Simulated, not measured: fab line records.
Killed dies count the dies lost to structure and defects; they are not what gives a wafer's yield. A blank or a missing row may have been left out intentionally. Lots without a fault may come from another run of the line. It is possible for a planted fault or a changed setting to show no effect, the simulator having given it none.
Chamber matching || flow n5-finfet || rie-diel-01 running N5_BEOL_M8_STRIP_19: 4 sister chambers
The step strips in O2. 22 wafers are shown with their chamber, then 11 later ones without.

== WAFERS WITH THEIR CHAMBER ==
{"wafer": "L074.4", "chamber": 2, "drypump-motor-current-A (A)": 6.4, "throttle-valve-pct (%)": 16.39, "oes-product-au (a.u.)": 0.98}
{"wafer": "L074.5", "chamber": 0, "drypump-motor-current-A (A)": 6.1, "throttle-valve-pct (%)": 16.89, "oes-product-au (a.u.)": 0.70}
{"wafer": "L074.6", "chamber": 1, "drypump-motor-current-A (A)": 5.3, "throttle-valve-pct (%)": 16.82, "oes-product-au (a.u.)": 0.68}
{"wafer": "L075.2", "chamber": 1, "drypump-motor-current-A (A)": 5.3, "throttle-valve-pct (%)": 16.85, "oes-product-au (a.u.)": 0.68}
{"wafer": "L075.3", "chamber": 3, "drypump-motor-current-A (A)": 5.7, "throttle-valve-pct (%)": 16.67, "oes-product-au (a.u.)": 0.82}
{"wafer": "L075.4", "chamber": 0, "drypump-motor-current-A (A)": 6.1, "throttle-valve-pct (%)": 16.90, "oes-product-au (a.u.)": 0.71}
{"wafer": "L078.1", "chamber": 2, "drypump-motor-current-A (A)": 6.4, "throttle-valve-pct (%)": 16.40, "oes-product-au (a.u.)": 0.91}
{"wafer": "L078.2", "chamber": 0, "drypump-motor-current-A (A)": 6.1, "throttle-valve-pct (%)": 16.91, "oes-product-au (a.u.)": 0.70}
{"wafer": "L078.4", "chamber": 1, "drypump-motor-current-A (A)": 5.3, "throttle-valve-pct (%)": 16.86, "oes-product-au (a.u.)": 0.67}
{"wafer": "L080.1", "chamber": 0, "drypump-motor-current-A (A)": 6.1, "throttle-valve-pct (%)": 16.91, "oes-product-au (a.u.)": 0.70}
{"wafer": "L080.5", "chamber": 3, "drypump-motor-current-A (A)": 5.7, "throttle-valve-pct (%)": 16.67, "oes-product-au (a.u.)": 0.82}
{"wafer": "L080.6", "chamber": 2, "drypump-motor-current-A (A)": 6.3, "throttle-valve-pct (%)": 16.40, "oes-product-au (a.u.)": 0.92}
{"wafer": "L082.1", "chamber": 3, "drypump-motor-current-A (A)": 5.7, "throttle-valve-pct (%)": 16.68, "oes-product-au (a.u.)": 0.80}
{"wafer": "L082.4", "chamber": 3, "drypump-motor-current-A (A)": 5.7, "throttle-valve-pct (%)": 16.69, "oes-product-au (a.u.)": 0.80}
{"wafer": "L082.6", "chamber": 2, "drypump-motor-current-A (A)": 6.3, "throttle-valve-pct (%)": 16.39, "oes-product-au (a.u.)": 0.89}
{"wafer": "L084.1", "chamber": 1, "drypump-motor-current-A (A)": 5.4, "throttle-valve-pct (%)": 16.90, "oes-product-au (a.u.)": 0.67}
{"wafer": "L084.2", "chamber": 2, "drypump-motor-current-A (A)": 6.4, "throttle-valve-pct (%)": 16.42, "oes-product-au (a.u.)": 0.89}
{"wafer": "L084.4", "chamber": 3, "drypump-motor-current-A (A)": 5.7, "throttle-valve-pct (%)": 16.70, "oes-product-au (a.u.)": 0.79}
{"wafer": "L086.1", "chamber": 3, "drypump-motor-current-A (A)": 5.7, "throttle-valve-pct (%)": 16.71, "oes-product-au (a.u.)": 0.79}
{"wafer": "L086.3", "chamber": 2, "drypump-motor-current-A (A)": 6.4, "throttle-valve-pct (%)": 16.44, "oes-product-au (a.u.)": 0.86}
{"wafer": "L086.4", "chamber": 2, "drypump-motor-current-A (A)": 6.4, "throttle-valve-pct (%)": 16.46, "oes-product-au (a.u.)": 0.87}
{"wafer": "L089.4", "chamber": 0, "drypump-motor-current-A (A)": 6.1, "throttle-valve-pct (%)": 16.46, "oes-product-au (a.u.)": 0.94}

SIGNATURES (averages over the wafers above)
{"reading": "drypump-motor-current-A", "chamber 0": 6.100, "chamber 1": 5.325, "chamber 2": 6.371, "chamber 3": 5.700, "scatter within a chamber": 0.0348}
{"reading": "throttle-valve-pct", "chamber 0": 16.8140, "chamber 1": 16.8575, "chamber 2": 16.4143, "chamber 3": 16.6867, "scatter within a chamber": 0.096}
{"reading": "oes-product-au", "chamber 0": 0.7500, "chamber 1": 0.6750, "chamber 2": 0.9029, "chamber 3": 0.8033, "scatter within a chamber": 0.0557}
Rule: for each reading, subtract the chamber's mean from the wafer's reading, divide by that reading's scatter and square the result; add these up over the readings and take the root, which gives the wafer's distance from the chamber. If the next closest chamber is less than 2 further off than the closest, the wafer can't be placed; otherwise it belongs to the closest. The scatter: the root of (the sum of the squares of (reading less its chamber's mean) over the shown wafers, divided by (wafers less chambers)).

== WAFERS WITH NO CHAMBER GIVEN ==
{"wafer": "L089.5", "drypump-motor-current-A (A)": 6.4, "throttle-valve-pct (%)": 16.44, "oes-product-au (a.u.)": 0.86}
{"wafer": "L089.6", "drypump-motor-current-A (A)": 5.7, "throttle-valve-pct (%)": 16.73, "oes-product-au (a.u.)": 0.78}
{"wafer": "L092.1", "drypump-motor-current-A (A)": 5.3, "throttle-valve-pct (%)": 16.49, "oes-product-au (a.u.)": 0.97}
{"wafer": "L092.3", "drypump-motor-current-A (A)": 6.4, "throttle-valve-pct (%)": 16.46, "oes-product-au (a.u.)": 0.86}
{"wafer": "L092.6", "drypump-motor-current-A (A)": 6.1, "throttle-valve-pct (%)": 16.45, "oes-product-au (a.u.)": 0.92}
{"wafer": "L096.1", "drypump-motor-current-A (A)": 6.1, "throttle-valve-pct (%)": 16.50, "oes-product-au (a.u.)": 0.89}
{"wafer": "L096.2", "drypump-motor-current-A (A)": 6.4, "throttle-valve-pct (%)": 16.48, "oes-product-au (a.u.)": 0.85}
{"wafer": "L096.6", "drypump-motor-current-A (A)": 5.3, "throttle-valve-pct (%)": 16.51, "oes-product-au (a.u.)": 0.94}
{"wafer": "L097.1", "drypump-motor-current-A (A)": 6.1, "throttle-valve-pct (%)": 16.51, "oes-product-au (a.u.)": 0.89}
{"wafer": "L097.3", "drypump-motor-current-A (A)": 6.4, "throttle-valve-pct (%)": 16.48, "oes-product-au (a.u.)": 0.83}
{"wafer": "L097.5", "drypump-motor-current-A (A)": 5.3, "throttle-valve-pct (%)": 16.49, "oes-product-au (a.u.)": 0.94}

== WHICH CHAMBER EACH WENT THROUGH ==
{"wafer": "L089.5", "from the rows above": 2, "in truth": 2}
{"wafer": "L089.6", "from the rows above": 3, "in truth": 3}
{"wafer": "L092.1", "from the rows above": 1, "in truth": 1}
{"wafer": "L092.3", "from the rows above": 2, "in truth": 2}
{"wafer": "L092.6", "from the rows above": 0, "in truth": 0}
{"wafer": "L096.1", "from the rows above": 0, "in truth": 0}
{"wafer": "L096.2", "from the rows above": 2, "in truth": 2}
{"wafer": "L096.6", "from the rows above": 1, "in truth": 1}
{"wafer": "L097.1", "from the rows above": 0, "in truth": 0}
{"wafer": "L097.3", "from the rows above": 2, "in truth": 2}
{"wafer": "L097.5", "from the rows above": 1, "in truth": 1}
Correct placement for 11 of the 11. From these rows, 0 cannot be placed. 0 placed wrongly.
